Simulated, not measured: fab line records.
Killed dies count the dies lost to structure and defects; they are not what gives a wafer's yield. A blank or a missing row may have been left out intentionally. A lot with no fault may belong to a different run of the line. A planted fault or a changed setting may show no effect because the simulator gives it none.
Chamber matching ; flow n5_finfet ; pecvd-01 running N5_BEOL_M6_DEP_56: 3 sister chambers
The step deposits SiCN from 3MS/NH3, target thk 10 nm, time 17.5 s. 22 wafers are shown with their chamber, then 11 later ones without.

## WAFERS, EACH WITH ITS CHAMBER
wafer;chamber;throttle_valve_pct (%);showerhead_plenum_p_Torr (Torr)
L079.2;0;8.2;3.639
L079.3;2;8.5;3.648
L079.6;1;8.7;3.635
L084.1;1;8.7;3.647
L084.2;0;8.3;3.645
L084.4;1;8.8;3.643
L087.1;1;8.7;3.645
L087.2;0;8.2;3.641
L087.3;2;8.1;3.655
L087.4;2;8.3;3.660
L087.5;0;8.0;3.640
L087.6;1;8.8;3.649
L088.2;1;8.9;3.649
L088.5;0;8.3;3.650
L088.6;2;8.4;3.662
L091.1;2;8.3;3.658
L091.3;1;9.0;3.641
L091.5;0;8.3;3.646
L092.1;0;8.1;3.635
L092.2;1;8.7;3.648
L092.3;2;8.2;3.657
L092.4;1;8.5;3.645

SIGNATURES, as means of the wafers listed above
reading;chamber 0;chamber 1;chamber 2;scatter within a chamber
throttle_valve_pct;8.200;8.756;8.300;0.134
showerhead_plenum_p_Torr;3.64229;3.64467;3.65667;0.00478
Rule: a wafer lies at a distance from a chamber equal to the root of the sum of squares, over the readings, of (its reading less the chamber's mean, divided by the reading's scatter). The wafer belongs to the nearest chamber; if the next one is less than 2 further off, it can't be placed. The scatter: the root of (the sum of the squares of (reading less its chamber's mean) over the shown wafers, divided by (wafers less chambers)).

## WAFERS MISSING THEIR CHAMBER
wafer;throttle_valve_pct (%);showerhead_plenum_p_Torr (Torr)
L092.5;8.2;3.642
L092.6;8.4;3.655
L094.1;8.1;3.669
L094.5;8.4;3.644
L094.6;8.7;3.641
L093.1;8.9;3.649
L093.4;8.8;3.646
L093.5;8.4;3.643
L097.1;8.5;3.664
L097.3;8.8;3.633
L097.5;8.6;3.660

## CHAMBER TAKEN BY EACH
wafer;from the rows above;in truth
L092.5;0;0
L092.6;2;2
L094.1;2;2
L094.5;can't be placed: 0 or 1 or 2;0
L094.6;1;1
L093.1;1;1
L093.4;1;1
L093.5;can't be placed: 0 or 1 or 2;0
L097.1;2;2
L097.3;1;1
L097.5;can't be placed: 2 or 1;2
Placed correctly: 8 of 11. Can't be placed from these rows: 3 (the true chamber is among the candidates in 3). 0 placed wrongly.
